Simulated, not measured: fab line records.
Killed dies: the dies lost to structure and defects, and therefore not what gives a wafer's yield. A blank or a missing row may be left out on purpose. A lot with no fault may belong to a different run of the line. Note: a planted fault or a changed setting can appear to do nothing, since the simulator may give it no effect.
fab line records	flow n5-finfet
record lots=11	wafers=33	last-day=17
route steps=1938 shown BEOL_M4@1102 BEOL_M5@1112 PASSIVATION@1936
lots that met no fault: from a run of the same line without faults
start-h: hours from the record's opening day to when the first of the lot's shown wafers began	wait-h: time in hours since the lot's previous step	" unchanged from the row above	L1.1+2: a single row standing in for several wafers	- either no value or no given start	* or withheld: withheld	< > ~ a bound
route shown NAME@n: a module of which the file shows steps, and the number in the route of the first	usual: the fault-free wafers' mean and standard deviation	same: alike in all rows	chamber/n: place in a boat	sites: each site's reading	_std_site: standard deviation of those values	_edge_site: inner sites' mean taken away from outer sites' mean	radius-mm: how far each site lies from the wafer's centre	mask NAME#n: copy n	behind: the tool/chamber that last shaped the wafer	hold: why the lot went on hold/how many hours it stayed there/how the hold came to an end	device: the transistor (n, p or np) that didn't switch	end of line: the route-end tests of the same wafers	step lacking rows: just its recipe	killed: dies lost to structure and defects at the first sort, not the wafer's yield	map: shows each die of a wafer: x if killed, . if not, _ if none is there
set.NAME: the run value of the setting; set.NAME@STEP: its run value at that earlier step	model.NAME: the simulator's own value behind a step, which no gauge read
steps of the route over a sample of lots; a table a step, a row a wafer
services: a tool's chamber out of use, with start hour (start-h, from the record's first day; less than 0 if before it), hours out, and reason
## steps
# step N5_BEOL_M4_ANNEAL_51
# recipe temp-c=225	time-s=90	ambient=N2
# usual wafer_temp_C_max=226.29/0.28
lot.wafer	tool	chamber	start-h	wait-h	wafer_temp_C_max
L584.1	rtp-anneal-02	0	173.04	0.1	226.59
L584.2	"	0	"	"	226.38
L584.5	"	0	"	"	226.32
L586.2	rtp-anneal-01	0	191.01	0.5	226.32
L586.3	"	0	"	"	226.33
L586.4	"	0	"	"	226.39
L588.2	rtp-anneal-02	0	194.27	0.3	226.17
L588.3	"	0	"	"	226.67
L588.6	"	0	"	"	226.04
L589.3	rtp-anneal-02	0	205.22	2.7	226.36
L589.4	"	0	"	"	226.46
L589.6	"	0	"	"	226.18
L597.2	rtp-anneal-02	0	251.39	0.1	226.91
L597.5	"	0	"	"	226.20
L597.6	"	0	"	"	226.31
L596.1	rtp-anneal-01	0	251.44	0.1	226.01
L596.2	"	0	"	"	226.02
L596.4	"	0	"	"	226.28
L598.1	rtp-anneal-02	0	262.75	0.1	226.69
L598.4	"	0	"	"	226.22
L598.6	"	0	"	"	226.34
L599.1	rtp-anneal-01	0	275.03	0.1	226.24
L599.3	"	0	"	"	226.65
L599.5	"	0	"	"	226.39
L600.2	rtp-anneal-01	0	278.25	0.1	226.33
L600.4	"	0	"	"	225.85
L600.6	"	0	"	"	226.77
L603.1	rtp-anneal-02	0	286.59	0.1	225.78
L603.5	"	0	"	"	226.31
L603.6	"	0	"	"	226.46
L604.1	rtp-anneal-02	0	305.80	0.1	226.22
L604.2	"	0	"	"	226.50
L604.5	"	0	"	"	226.42
# step N5_BEOL_M5_ILD_DEP_00
# recipe material=SiCOH_lowk	target-thk-a=1406.4	temp-c=300	precursor=DEMS/porogen	pressure-torr=5	rf-w=500	time-s=25.9
# usual heater-power-w=295/37	showerhead-plenum-p-Torr=5.737/0.016	throttle-valve-pct=14.1/0.73
lot.wafer	tool	chamber	start-h	wait-h	heater-power-w	showerhead-plenum-p-Torr	throttle-valve-pct
L584.1	pecvd-04	2	174.97	0.8	316	5.734	13.0
L584.2	"	1	"	"	284	5.751	14.6
L584.5	"	1	"	"	287	5.766	14.5
L586.2	pecvd-04	2	192.83	0.7	329	5.736	13.2
L586.3	"	1	"	"	334	5.744	14.5
L586.4	"	1	"	"	335	5.755	14.6
L588.2	pecvd-04	2	196.32	0.7	286	5.715	13.4
L588.3	"	0	"	"	332	5.713	15.3
L588.6	"	1	"	"	296	5.740	14.2
L589.3	pecvd-03	1	207.36	0.5	288	5.712	13.9
L589.4	"	0	"	"	280	5.707	15.2
L589.6	"	2	"	"	295	5.757	13.4
L597.2	pecvd-01	2	253.23	0.7	247	5.718	13.9
L597.5	"	0	"	"	270	5.750	13.0
L597.6	"	1	"	"	297	5.750	13.7
L596.1	pecvd-04	2	253.38	0.8	318	5.729	13.1
L596.2	"	1	"	"	325	5.754	14.5
L596.4	"	1	"	"	332	5.754	14.7
L598.1	pecvd-01	1	264.88	0.8	256	5.764	13.9
L598.4	"	1	"	"	260	5.748	13.7
L598.6	"	0	"	"	253	5.741	13.4
L599.1	pecvd-03	1	276.97	0.8	252	5.713	14.1
L599.3	"	2	"	"	350	5.746	13.8
L599.5	"	0	"	"	284	5.733	15.3
L600.2	pecvd-04	0	280.15	0.7	355	5.722	15.0
L600.4	"	0	"	"	359	5.727	14.8
L600.6	"	1	"	"	341	5.758	14.4
L603.1	pecvd-01	2	288.57	0.8	223	5.733	13.8
L603.5	"	1	"	"	297	5.745	13.6
L603.6	"	2	"	"	233	5.730	13.6
L604.1	pecvd-01	0	307.73	0.8	292	5.752	13.5
L604.2	"	1	"	"	288	5.744	14.0
L604.5	"	2	"	"	237	5.717	13.6
# step N5_BEOL_M5_EXPOSE_08
# recipe mask-id=M5	na=0.33	source-shape=annular	sigma-inner=0.4	sigma-outer=0.8	polarization=unpolarized	target-cd-nm=28	dose-mj=35.75
# usual exposure-dose-mJ-cm2=35.71/0.048
lot.wafer	tool	chamber	start-h	wait-h	mask	exposure-dose-mJ-cm2
L584.1	euv-scanner-01	0	177.18	-	M5#0	35.67
L584.2	"	0	"	"	M5#0	35.68
L584.5	"	0	"	"	M5#0	35.63
L586.2	euv-scanner-01	0	194.23	-	M5#0	35.64
L586.3	"	0	"	"	M5#0	35.69
L586.4	"	0	"	"	M5#0	35.63
L588.2	euv-scanner-01	0	197.49	-	M5#0	35.65
L588.3	"	0	"	"	M5#0	35.67
L588.6	"	0	"	"	M5#0	35.63
L589.3	euv-scanner-02	0	210.10	-	M5#0	35.74
L589.4	"	0	"	"	M5#0	35.72
L589.6	"	0	"	"	M5#0	35.71
L597.2	euv-scanner-01	0	255.00	-	M5#0	33.95
L597.5	"	0	"	"	M5#0	33.98
L597.6	"	0	"	"	M5#0	33.93
L596.1	euv-scanner-01	0	255.03	-	M5#0	33.86
L596.2	"	0	"	"	M5#0	33.89
L596.4	"	0	"	"	M5#0	33.93
L598.1	euv-scanner-01	0	266.25	-	M5#0	34.57
L598.4	"	0	"	"	M5#0	34.54
L598.6	"	0	"	"	M5#0	34.54
L599.1	euv-scanner-02	0	279.02	-	M5#0	35.74
L599.3	"	0	"	"	M5#0	35.77
L599.5	"	0	"	"	M5#0	35.73
L600.2	euv-scanner-02	0	281.62	-	M5#0	35.77
L600.4	"	0	"	"	M5#0	35.78
L600.6	"	0	"	"	M5#0	35.74
L603.1	euv-scanner-02	0	291.62	-	M5#0	35.80
L603.5	"	0	"	"	M5#0	35.79
L603.6	"	0	"	"	M5#0	35.76
L604.1	euv-scanner-02	0	310.69	-	M5#0	35.73
L604.2	"	0	"	"	M5#0	35.71
L604.5	"	0	"	"	M5#0	35.66
# step N5_BEOL_M5_CD_MEAS_11
# recipe target-cd-nm=27.74	landing-energy-ev=500	detector=se-inlens
# usual cd-nm=27.91/0.24
# same landing-energy-ev=500
lot.wafer	tool	chamber	start-h	wait-h	cd-nm
L584.1	cd-sem-03	0	177.31	-	27.76
L584.2	"	0	"	"	27.75
L584.5	"	0	"	"	27.78
L586.2	cd-sem-01	0	194.35	-	28.49
L586.3	"	0	"	"	28.03
L586.4	"	0	"	"	27.82
L588.2	cd-sem-03	0	197.61	-	28.04
L588.3	"	0	"	"	28.15
L588.6	"	0	"	"	27.98
L589.3	cd-sem-03	0	210.22	-	28.36
L589.4	"	0	"	"	27.96
L589.6	"	0	"	"	27.51
L597.2	cd-sem-01	0	255.12	-	27.21
L597.5	"	0	"	"	26.05
L597.6	"	0	"	"	27.01
L596.1	cd-sem-03	0	255.16	-	26.57
L596.2	"	0	"	"	26.66
L596.4	"	0	"	"	26.84
L598.1	cd-sem-02	0	266.37	-	27.32
L598.4	"	0	"	"	27.19
L598.6	"	0	"	"	27.08
L599.1	cd-sem-03	0	279.14	-	28.30
L599.3	"	0	"	"	27.99
L599.5	"	0	"	"	27.60
L600.2	cd-sem-02	0	281.74	-	27.67
L600.4	"	0	"	"	27.69
L600.6	"	0	"	"	27.99
L603.1	cd-sem-03	0	291.75	-	27.96
L603.5	"	0	"	"	28.61
L603.6	"	0	"	"	28.17
L604.1	cd-sem-03	0	310.82	-	27.60
L604.2	"	0	"	"	27.84
L604.5	"	0	"	"	27.94
# step N5_BEOL_M5_OVL_MEAS_12
# recipe points-per-wafer=522
# usual M5_OVL=0.3/0.71
lot.wafer	tool	chamber	start-h	wait-h	M5_OVL[nm]
L584.1	overlay-01	0	177.34	0.0	0.9
L584.2	"	0	"	"	0.0
L584.5	"	0	"	"	0.2
L586.2	overlay-02	0	194.38	0.0	0.3
L586.3	"	0	"	"	0.0
L586.4	"	0	"	"	-0.5
L588.2	overlay-02	0	197.65	0.0	0.6
L588.3	"	0	"	"	0.3
L588.6	"	0	"	"	0.9
L589.3	overlay-02	0	210.29	0.1	2.0
L589.4	"	0	"	"	0.5
L589.6	"	0	"	"	0.4
L597.2	overlay-01	0	255.15	0.0	0.6
L597.5	"	0	"	"	0.1
L597.6	"	0	"	"	0.3
L596.1	overlay-02	0	255.19	0.0	-0.1
L596.2	"	0	"	"	-1.1
L596.4	"	0	"	"	-0.6
L598.1	overlay-02	0	266.40	0.0	-0.5
L598.4	"	0	"	"	1.2
L598.6	"	0	"	"	0.8
L599.1	overlay-02	0	279.17	0.0	0.8
L599.3	"	0	"	"	0.4
L599.5	"	0	"	"	0.6
L600.2	overlay-02	0	281.78	0.0	0.3
L600.4	"	0	"	"	0.0
L600.6	"	0	"	"	0.6
L603.1	overlay-02	0	291.78	0.0	0.4
L603.5	"	0	"	"	-0.3
L603.6	"	0	"	"	1.5
L604.1	overlay-01	0	310.85	0.0	-0.1
L604.2	"	0	"	"	-0.1
L604.5	"	0	"	"	-0.2
# step N5_PASSIVATION_PROBE_49
# usual defect-limited-yield=91.1/1.6	killed_at_M0_to_M3=35/11	killed_at_M4_up=13/5.4	killed-at-contacts=13/6.5	killed-at-front-end=40/14	killed-at-other=4/3.1	killed-dies=105/18	killed-open=69/14	killed-short=34/7.3	sort_bin_5_function=5.2/0.96	sort_bin_6_memory=3.4/0.77	sort_bin_8_speed=0.02/0.13	sort-n-pass=1075/19	sort-yield-pct=91.1/1.6
# same gross-dies=1180	killed-at-back-side=0	sort_bin_4_leakage[%]=0
lot.wafer	tool	chamber	start-h	wait-h	defect-limited-yield[%]	killed_at_M0_to_M3	killed_at_M4_up	killed-at-contacts	killed-at-front-end	killed-at-other	killed-dies	killed-open	killed-short	sort_bin_5_function[%]	sort_bin_6_memory[%]	sort_bin_8_speed[%]	sort-n-pass	sort-yield-pct[%]
L588.2	prober-02	-	308.50	0.1	90.8	30	13	24	38	3	108	73	34	4.2	4.4	0	1072	90.8
L588.3	prober-02	-	308.55	0.1	91.4	35	18	13	33	2	101	68	32	5.2	3.2	0	1079	91.4
L588.6	prober-02	-	308.70	0.3	92.5	34	11	8	32	3	88	57	31	4.8	2.4	0	1092	92.5
L597.2	prober-02	-	364.03	0.1	90.0	31	9	25	48	5	118	82	35	5.5	4.4	0	1062	90.0
L597.5	prober-02	-	364.18	0.2	91.1	29	9	24	38	5	105	65	37	4.9	3.2	1.19	1061	89.9
L597.6	prober-02	-	364.23	0.3	90.6	29	8	33	39	2	111	78	33	6.5	2.7	0	1069	90.6
L596.1	prober-02	-	367.88	0.0	91.0	44	16	9	29	8	106	76	26	5.4	3.2	0	1074	91.0
L596.2	prober-02	-	367.93	0.1	87.9	46	20	11	61	5	143	99	38	6.7	5.0	0	1037	87.9
L596.4	prober-02	-	368.03	0.2	91.9	45	13	3	30	5	96	63	32	5.2	2.7	0	1084	91.9
L598.6	prober-01	-	370.23	0.3	91.5	42	11	14	32	1	100	64	33	5.1	3.1	0	1080	91.5
L599.1	prober-01	-	374.06	0.0	92.6	25	22	10	26	4	87	62	20	4.7	2.2	0	1093	92.6
L599.3	prober-01	-	374.16	0.1	92.8	26	15	9	28	7	85	56	25	4.0	3.1	0	1095	92.8
L599.5	prober-01	-	374.26	0.2	92.1	23	18	6	44	2	93	58	30	4.5	2.8	0	1087	92.1
L600.2	prober-02	-	381.19	0.1	89.7	57	10	10	43	2	122	75	42	6.4	3.5	0	1058	89.7
L600.4	prober-02	-	381.29	0.2	88.8	55	8	15	51	3	132	92	40	6.4	4.2	0	1048	88.8
L600.6	prober-02	-	381.39	0.3	88.2	54	10	19	56	0	139	94	41	7.5	3.6	0	1041	88.2
L603.1	prober-01	-	398.01	0.0	94.1	16	6	16	22	10	70	48	20	3.2	2.6	0	1110	94.1
L603.5	prober-01	-	398.21	0.2	89.7	52	12	9	46	3	122	90	30	6.9	3.3	0	1058	89.7
L603.6	prober-01	-	398.26	0.3	91.3	22	10	36	33	2	103	71	29	4.7	3.4	0	1077	91.3
L604.1	prober-01	-	415.66	0.0	91.1	29	14	19	39	4	105	66	36	4.8	3.6	0	1075	91.1
L604.2	prober-01	-	415.71	0.1	92.4	35	9	5	39	2	90	64	26	4.5	3.0	0	1090	92.4
L604.5	prober-01	-	415.86	0.2	92.6	27	8	14	29	9	87	55	32	4.2	3.1	0	1093	92.6
# killed by level:class
L588.2 MOL_CONTACT_COAG:geometric-particle:open=20 FIN_SAQP:geometric-particle:open=14 FIN_SAQP:geometric-particle:short=11 BEOL_M1:geometric-particle:open=11 BEOL_M1:geometric-particle:short=7 BEOL_M4:geometric-particle:open=6 BEOL_M3:geometric-particle:open=5 MOL_CONTACT_COAG:geometric-particle:short=4
L588.3 BEOL_M1:geometric-particle:open=14 BEOL_M4:geometric-particle:open=11 MOL_CONTACT_COAG:geometric-particle:open=10 STI_FIN_REVEAL:geometric-particle:open=8 FIN_SAQP:geometric-particle:open=7 BEOL_M2:geometric-particle:open=6 BEOL_M1:geometric-particle:short=6 FIN_SAQP:geometric-particle:short=5
L588.6 BEOL_M1:geometric-particle:open=11 FIN_SAQP:geometric-particle:open=8 DUMMY_GATE:geometric-particle:open=6 MOL_CONTACT_COAG:geometric-particle:open=6 BEOL_M0_SAQP:geometric-particle:open=5 BEOL_M1:geometric-particle:short=5 STARTING-WAFER:geometric-particle:open=5 BEOL_M0:geometric-particle:open=4
L597.2 FIN_SAQP:geometric-particle:open=18 MOL_CONTACT_COAG:geometric-particle:open=18 BEOL_M0_SAQP:geometric-particle:open=11 FIN_SAQP:geometric-particle:short=9 BEOL_M2:geometric-particle:open=9 MOL_CONTACT_COAG:geometric-particle:short=7 BEOL_M4:geometric-particle:open=4 STI_FIN_REVEAL:geometric-particle:open=3
L597.5 MOL_CONTACT_COAG:geometric-particle:open=19 BEOL_M0_SAQP:geometric-particle:short=10 FIN_SAQP:geometric-particle:short=9 STI_FIN_REVEAL:geometric-particle:open=8 BEOL_M3:geometric-particle:open=8 BEOL_M4:geometric-particle:open=6 FIN_SAQP:geometric-particle:open=5 MOL_CONTACT_COAG:geometric-particle:short=5
L597.6 MOL_CONTACT_COAG:geometric-particle:open=30 FIN_SAQP:geometric-particle:short=9 BEOL_M0_SAQP:geometric-particle:open=7 GATE_CUT:geometric-particle:open=6 FIN_SAQP:geometric-particle:open=5 BEOL_M2:geometric-particle:open=5 STI_FIN_REVEAL:geometric-particle:open=4 BEOL_M4:geometric-particle:open=4
L596.1 BEOL_M1:geometric-particle:open=14 BEOL_M0_SAQP:geometric-particle:open=11 BEOL_M2:geometric-particle:open=8 MOL_CONTACT_COAG:geometric-particle:open=7 BEOL_M4:geometric-particle:open=7 STI_FIN_REVEAL:geometric-particle:open=5 BEOL_M0_SAQP:geometric-particle:short=5 DUMMY_GATE:geometric-particle:open=4
L596.2 FIN_SAQP:geometric-particle:open=21 BEOL_M2:geometric-particle:open=14 FIN_SAQP:geometric-particle:short=9 MOL_CONTACT_COAG:geometric-particle:open=9 STI_FIN_REVEAL:geometric-particle:open=8 DUMMY_GATE:geometric-particle:open=8 BEOL_M0_SAQP:geometric-particle:open=8 BEOL_M0_SAQP:geometric-particle:short=7
L596.4 BEOL_M0_SAQP:geometric-particle:open=12 BEOL_M1:geometric-particle:open=11 BEOL_M0_SAQP:geometric-particle:short=8 STI_FIN_REVEAL:geometric-particle:open=7 FIN_SAQP:geometric-particle:open=6 GATE_CUT:geometric-particle:short=6 BEOL_M2:geometric-particle:open=6 BEOL_M4:geometric-particle:open=6
L598.6 BEOL_M0_SAQP:geometric-particle:short=12 MOL_CONTACT_COAG:geometric-particle:open=11 BEOL_M0_SAQP:geometric-particle:open=10 STI_FIN_REVEAL:geometric-particle:open=8 BEOL_M1:geometric-particle:open=6 BEOL_M3:geometric-particle:open=5 BEOL_M4:geometric-particle:open=5 FIN_SAQP:geometric-particle:short=4
L599.1 BEOL_M4:geometric-particle:open=15 MOL_CONTACT_COAG:geometric-particle:open=9 BEOL_M1:geometric-particle:open=6 FIN_SAQP:geometric-particle:open=4 STI_FIN_REVEAL:geometric-particle:open=4 BEOL_M0_SAQP:geometric-particle:short=4 BEOL_M3:geometric-particle:open=4 BEOL_M2:geometric-particle:open=4
L599.3 BEOL_M4:geometric-particle:open=9 MOL_CONTACT_COAG:geometric-particle:open=7 DUMMY_GATE:geometric-particle:open=6 BEOL_M0_SAQP:geometric-particle:open=6 BEOL_M2:geometric-particle:open=6 FIN_SAQP:geometric-particle:open=5 BEOL_M1:geometric-particle:open=5 PASS1_CAP:geometric-particle:open=4
L599.5 STI_FIN_REVEAL:geometric-particle:open=9 FIN_SAQP:geometric-particle:short=8 BEOL_M4:geometric-particle:short=7 MOL_CONTACT_COAG:geometric-particle:open=6 BEOL_M0_SAQP:geometric-particle:open=6 BEOL_M1:geometric-particle:open=6 DUMMY_GATE:geometric-particle:open=5 BEOL_M0_SAQP:geometric-particle:short=5
L600.2 BEOL_M0_SAQP:geometric-particle:open=14 FIN_SAQP:geometric-particle:open=13 BEOL_M1:geometric-particle:open=11 BEOL_M3:geometric-particle:open=9 BEOL_M0_SAQP:geometric-particle:short=8 MOL_CONTACT_COAG:geometric-particle:open=7 FIN_SAQP:geometric-particle:short=6 BEOL_M1:geometric-particle:short=6
L600.4 STI_FIN_REVEAL:geometric-particle:open=22 BEOL_M3:geometric-particle:open=15 MOL_CONTACT_COAG:geometric-particle:open=14 BEOL_M1:geometric-particle:open=11 BEOL_M0_SAQP:geometric-particle:open=9 BEOL_M0_SAQP:geometric-particle:short=9 FIN_SAQP:geometric-particle:short=6 DUMMY_GATE:geometric-particle:open=5
L600.6 STI_FIN_REVEAL:geometric-particle:open=25 MOL_CONTACT_COAG:geometric-particle:open=17 BEOL_M0_SAQP:geometric-particle:open=10 BEOL_M1:geometric-particle:short=10 BEOL_M1:geometric-particle:open=10 BEOL_M0_SAQP:geometric-particle:short=8 FIN_SAQP:geometric-particle:open=7 FIN_SAQP:geometric-particle:short=6
L603.1 MOL_CONTACT_COAG:geometric-particle:open=15 BEOL_M3:geometric-particle:open=6 PASS1_CAP:geometric-particle:open=6 STARTING-WAFER:geometric-particle:open=5 FIN_SAQP:geometric-particle:short=3 DUMMY_GATE:geometric-particle:open=3 BEOL_M0_SAQP:geometric-particle:short=3 STARTING-WAFER:geometric-particle:short=3
L603.5 BEOL_M3:geometric-particle:open=17 FIN_SAQP:geometric-particle:open=16 BEOL_M2:geometric-particle:open=11 FIN_SAQP:geometric-particle:short=9 BEOL_M0_SAQP:geometric-particle:open=9 MOL_CONTACT_COAG:geometric-particle:open=8 BEOL_M0_SAQP:geometric-particle:short=5 ILD0:geometric-particle:short=4
L603.6 MOL_CONTACT_COAG:geometric-particle:open=29 STI_FIN_REVEAL:geometric-particle:open=7 MOL_CONTACT_COAG:geometric-particle:short=7 BEOL_M2:geometric-particle:open=7 FIN_SAQP:geometric-particle:short=5 BEOL_M0_SAQP:geometric-particle:short=4 BEOL_M0_SAQP:geometric-particle:open=4 STARTING-WAFER:geometric-particle:open=4
L604.1 MOL_CONTACT_COAG:geometric-particle:open=16 FIN_SAQP:geometric-particle:open=8 STI_FIN_REVEAL:geometric-particle:open=8 BEOL_M0_SAQP:geometric-particle:short=8 GATE_CUT:geometric-particle:short=6 BEOL_M0_SAQP:geometric-particle:open=6 BEOL_M3:geometric-particle:open=5 BEOL_M4:geometric-particle:short=5
L604.2 BEOL_M0_SAQP:geometric-particle:open=9 BEOL_M3:geometric-particle:open=9 FIN_SAQP:geometric-particle:open=7 DUMMY_GATE:geometric-particle:open=7 BEOL_M0_SAQP:geometric-particle:short=7 BEOL_M2:geometric-particle:open=6 MOL_CONTACT_COAG:geometric-particle:open=5 DUMMY_GATE:geometric-particle:short=4
L604.5 MOL_CONTACT_COAG:geometric-particle:open=10 BEOL_M0_SAQP:geometric-particle:short=7 GATE_CUT:geometric-particle:short=6 BEOL_M0_SAQP:geometric-particle:open=6 STI_FIN_REVEAL:geometric-particle:open=5 BEOL_M3:geometric-particle:open=5 BEOL_M4:geometric-particle:open=5 PAD_METAL:geometric-particle:open=5
## services
tool	chamber	start-h	hours	kind
euv-scanner-01	-	155.92	1.0	pm
euv-scanner-02	-	176.16	1.0	pm
pecvd-04	0	180.42	6.5	repair
pecvd-01	-	203.80	6.0	pm
pecvd-04	-	204.84	5.5	pm
euv-scanner-01	-	212.07	1.0	pm
pecvd-03	-	224.03	1.4	repair
euv-scanner-01	-	230.44	0.4	repair
euv-scanner-02	-	232.31	1.0	pm
pecvd-03	1	263.80	5.5	scheduled-down
euv-scanner-01	-	268.22	1.0	pm
euv-scanner-01	-	280.34	13.5	repair
euv-scanner-02	-	283.31	0.7	repair
pecvd-03	-	290.28	1.3	repair
pecvd-01	0	292.02	5.5	scheduled-down
euv-scanner-01	-	293.85	4.6	pm
euv-scanner-02	0	296.58	-	calibration
euv-scanner-02	-	304.23	1.0	pm
pecvd-01	2	308.92	2.1	scheduled-down
pecvd-03	2	309.90	2.1	scheduled-down
## key
first-sign step=N5_BEOL_M5_EXPOSE_08	reading=exposure-dose-mJ-cm2	direction=down	sigmas=33	usual=35.71	struck=34.13
effect step=N5_BEOL_M5_CD_MEAS_11	reading=cd-nm	direction=down	sigmas=4.3	usual=27.91	struck=26.88	through=control-loop
met-at N5_BEOL_M5_EXPOSE_08
struck-lots L596,L597,L598
loop-trim step=N5_BEOL_M5_EXPOSE_08	setting=dose	lots=L598
not-acting-at N5_BEOL_M4_ANNEAL_51,N5_BEOL_M5_ILD_DEP_00,N5_BEOL_M5_OVL_MEAS_12
onset-between 197.49 255.00
earlier-fault kind=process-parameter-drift	tool=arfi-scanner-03	chamber=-	onset-h=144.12	steps=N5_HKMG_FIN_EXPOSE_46	channel=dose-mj	offset=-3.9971	shape=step	acts-in=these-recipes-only	stated=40
earlier-fault kind=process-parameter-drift	tool=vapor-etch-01	chamber=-	onset-h=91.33	steps=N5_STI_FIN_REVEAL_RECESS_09	channel=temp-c	offset=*	shape=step	acts-in=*	stated=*
fault kind=process-parameter-drift	tool=euv-scanner-01	chamber=-	onset-h=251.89	steps=N5_BEOL_M5_EXPOSE_08	channel=dose-mj	offset=-1.7656	shape=step	acts-in=these-recipes-only	stated=35.75
# loop-trim: a control loop set the setting to another value than it would have without faults
